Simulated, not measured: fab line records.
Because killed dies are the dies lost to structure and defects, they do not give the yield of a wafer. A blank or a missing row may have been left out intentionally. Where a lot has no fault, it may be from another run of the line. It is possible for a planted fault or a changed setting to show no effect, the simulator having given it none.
Chamber matching || flow nand-harc || NHARC_A_STAIRCASE_STRIP_476 on rie-diel-08: 4 sister chambers
The step strips in O2, time 20 s. 8 wafers are shown with their chamber, then 8 later ones without.

WAFERS WITH THEIR CHAMBER
{"wafer": "L077.4", "chamber": 1, "drypump-motor-current-A (A)": 5.2, "showerhead-plenum-p-Torr (Torr)": 3.46}
{"wafer": "L078.2", "chamber": 0, "drypump-motor-current-A (A)": 5.5, "showerhead-plenum-p-Torr (Torr)": 3.60}
{"wafer": "L078.4", "chamber": 2, "drypump-motor-current-A (A)": 5.6, "showerhead-plenum-p-Torr (Torr)": 3.27}
{"wafer": "L078.5", "chamber": 3, "drypump-motor-current-A (A)": 6.0, "showerhead-plenum-p-Torr (Torr)": 3.63}
{"wafer": "L080.3", "chamber": 3, "drypump-motor-current-A (A)": 6.1, "showerhead-plenum-p-Torr (Torr)": 3.63}
{"wafer": "L080.5", "chamber": 1, "drypump-motor-current-A (A)": 5.2, "showerhead-plenum-p-Torr (Torr)": 3.45}
{"wafer": "L080.6", "chamber": 0, "drypump-motor-current-A (A)": 5.6, "showerhead-plenum-p-Torr (Torr)": 3.60}
{"wafer": "L095.1", "chamber": 2, "drypump-motor-current-A (A)": 5.6, "showerhead-plenum-p-Torr (Torr)": 3.79}

WAFERS WHOSE CHAMBER IS MISSING
{"wafer": "L095.4", "drypump-motor-current-A (A)": 6.0, "showerhead-plenum-p-Torr (Torr)": 3.62}
{"wafer": "L095.6", "drypump-motor-current-A (A)": 5.6, "showerhead-plenum-p-Torr (Torr)": 3.58}
{"wafer": "L096.1", "drypump-motor-current-A (A)": 5.7, "showerhead-plenum-p-Torr (Torr)": 3.79}
{"wafer": "L096.4", "drypump-motor-current-A (A)": 6.0, "showerhead-plenum-p-Torr (Torr)": 3.61}
{"wafer": "L096.6", "drypump-motor-current-A (A)": 5.6, "showerhead-plenum-p-Torr (Torr)": 3.79}
{"wafer": "L097.1", "drypump-motor-current-A (A)": 5.6, "showerhead-plenum-p-Torr (Torr)": 3.78}
{"wafer": "L097.4", "drypump-motor-current-A (A)": 5.2, "showerhead-plenum-p-Torr (Torr)": 3.43}
{"wafer": "L097.6", "drypump-motor-current-A (A)": 5.6, "showerhead-plenum-p-Torr (Torr)": 3.58}

THE CHAMBER EACH PASSED THROUGH
{"wafer": "L095.4", "from the rows above": 3, "in truth": 3}
{"wafer": "L095.6", "from the rows above": "can't be placed: 2 or 0", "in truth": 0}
{"wafer": "L096.1", "from the rows above": "can't be placed: 2 or 0", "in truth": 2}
{"wafer": "L096.4", "from the rows above": 3, "in truth": 3}
{"wafer": "L096.6", "from the rows above": "can't be placed: 2 or 0", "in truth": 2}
{"wafer": "L097.1", "from the rows above": "can't be placed: 2 or 0", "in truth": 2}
{"wafer": "L097.4", "from the rows above": 1, "in truth": 1}
{"wafer": "L097.6", "from the rows above": "can't be placed: 2 or 0", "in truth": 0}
Correct placement for 3 of the 8. Cannot be placed on the basis of these rows: 5; the candidates contain the true chamber in 5. Number placed wrongly: 0.
How it was worked out, from the rows above alone: a wafer's distance from a chamber is the root of the sum, over the readings, of the square of ((its reading less the chamber's mean) divided by the reading's scatter). If the next closest chamber is less than 2 further off than the closest, the wafer can't be placed; otherwise it belongs to the closest. Each chamber's mean is taken over the wafers shown for it. The scatter is the square root of a quotient: the sum, over the shown wafers, of each reading's squared deviation from its chamber's mean, divided by wafers minus chambers.
